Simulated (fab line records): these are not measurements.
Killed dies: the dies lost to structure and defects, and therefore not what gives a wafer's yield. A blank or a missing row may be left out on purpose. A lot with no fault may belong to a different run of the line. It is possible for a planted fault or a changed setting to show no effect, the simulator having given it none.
Which of the tools did it? | flow n5_finfet | 12 lots with 36 wafers sampled at 5 steps, on a route of 1938 steps

WHAT THE GAUGES SHOWED, per wafer
N5_MIM_TOP_LITHO_INSPECT_12: inspects for defects (macro).
lot  | measured     | on                | raw_defect_count
L075 | day 13 20:43 | defect_inspect-01 | 0 3 2
L076 | day 14 11:26 | defect_inspect-02 | 0 2 2
L079 | day 14 22:04 | defect_inspect-02 | 0 4 3
L082 | day 15 03:31 | defect_inspect-02 | 1 1 2
L084 | day 16 05:07 | defect_inspect-01 | 1 0 2
L085 | day 16 09:23 | defect_inspect-01 | 4 1 2
L087 | day 17 04:05 | defect_inspect-01 | 2 1 1
L086 | day 17 22:58 | defect_inspect-02 | 2 0 1
L093 | day 18 14:02 | defect_inspect-02 | 2 1 1
L094 | day 19 16:23 | defect_inspect-02 | 4 2 2
L097 | day 20 11:41 | defect_inspect-01 | 3 1 1
L095 | day 20 23:11 | defect_inspect-01 | 3 2 1

WHICH TOOL RAN EACH LOT (tool, then ch and the chambers of the sampled wafers, then the start)
lot  | N5_BEOL_M14_PRE_CLEAN_42     | N5_BEOL_M15_ETCH_61                | N5_BEOL_M15_STRIP_36               | N5_MIM_TOP_DEGAS_04
L075 | pvd_sputter-03, day 13 08:37 | rie_diel-06 ch 1,2, day 13 13:04   | rie_diel-06 ch 0,1,3, day 13 14:57 | pvd_sputter-03, day 13 20:06
L076 | pvd_sputter-03, day 14 01:25 | rie_diel-03 ch 1,2,3, day 14 04:55 | rie_diel-03 ch 0,3, day 14 05:38   | pvd_sputter-02, day 14 10:49
L079 | pvd_sputter-03, day 14 12:29 | rie_diel-03 ch 0,2,3, day 14 16:35 | rie_diel-06 ch 1,2,3, day 14 16:54 | pvd_sputter-02, day 14 21:35
L082 | pvd_sputter-03, day 14 17:13 | rie_diel-02 ch 0,2,3, day 14 21:01 | rie_diel-02 ch 1,2,3, day 14 22:42 | pvd_sputter-01, day 15 02:54
L084 | pvd_sputter-02, day 15 15:55 | rie_diel-06 ch 0,1, day 15 19:39   | rie_diel-03 ch 0,1,2, day 15 22:41 | pvd_sputter-03, day 16 04:31
L085 | pvd_sputter-01, day 15 23:16 | rie_diel-02 ch 0,1, day 16 02:55   | rie_diel-02 ch 0,2, day 16 04:35   | pvd_sputter-03, day 16 08:54
L087 | pvd_sputter-02, day 16 12:39 | rie_diel-02 ch 0,1,2, day 16 16:25 | rie_diel-06 ch 0,1,2, day 16 17:11 | pvd_sputter-02, day 17 03:28
L086 | pvd_sputter-02, day 17 00:46 | rie_diel-06 ch 0,1, day 17 04:55   | rie_diel-02 ch 0,2,3, day 17 17:02 | pvd_sputter-03, day 17 22:21
L093 | pvd_sputter-02, day 17 22:29 | rie_diel-03 ch 0,3, day 18 02:17   | rie_diel-06 ch 1,3, day 18 06:16   | pvd_sputter-02, day 18 13:32
L094 | pvd_sputter-02, day 18 18:23 | rie_diel-03 ch 0,2,3, day 18 22:06 | rie_diel-03 ch 1,2, day 19 02:50   | pvd_sputter-03, day 19 15:53
L097 | pvd_sputter-02, day 19 21:46 | rie_diel-02 ch 0,2, day 20 01:30   | rie_diel-03 ch 0,1,3, day 20 01:47 | pvd_sputter-02, day 20 11:12
L095 | pvd_sputter-02, day 20 08:58 | rie_diel-06 ch 1,2,3, day 20 12:44 | rie_diel-02 ch 0,2,3, day 20 13:13 | pvd_sputter-03, day 20 22:34
- N5_BEOL_M14_PRE_CLEAN_42: time 30 s.
- N5_BEOL_M15_ETCH_61: etches BARC in N2/H2, target depth 89 nm, overetch 26.7 nm, time 67.9 s.
- N5_BEOL_M15_STRIP_36: strips in O2.
- N5_MIM_TOP_DEGAS_04: time 60 s.

THE ANSWER, worked out from the rows above alone
Rule: the usual values come from the lots themselves. The widest of any qualifying gaps counts: lots, ordered by their means at a reading, are off when they make up no more than a third of the lots, leave a main group of 4 or more, and stand apart from it by 3 or more times the standard deviation of that group's means. A main group is skipped when, at the precision printed for the reading in the tables above, its means are all equal. A lot without any number at a reading at which 4 lots or more have one is off too. All remaining lots with rows at the step are treated as sound.
No lot is off at any reading shown: from this, nothing can be told.

WHAT THE SIMULATOR HAD INSERTED
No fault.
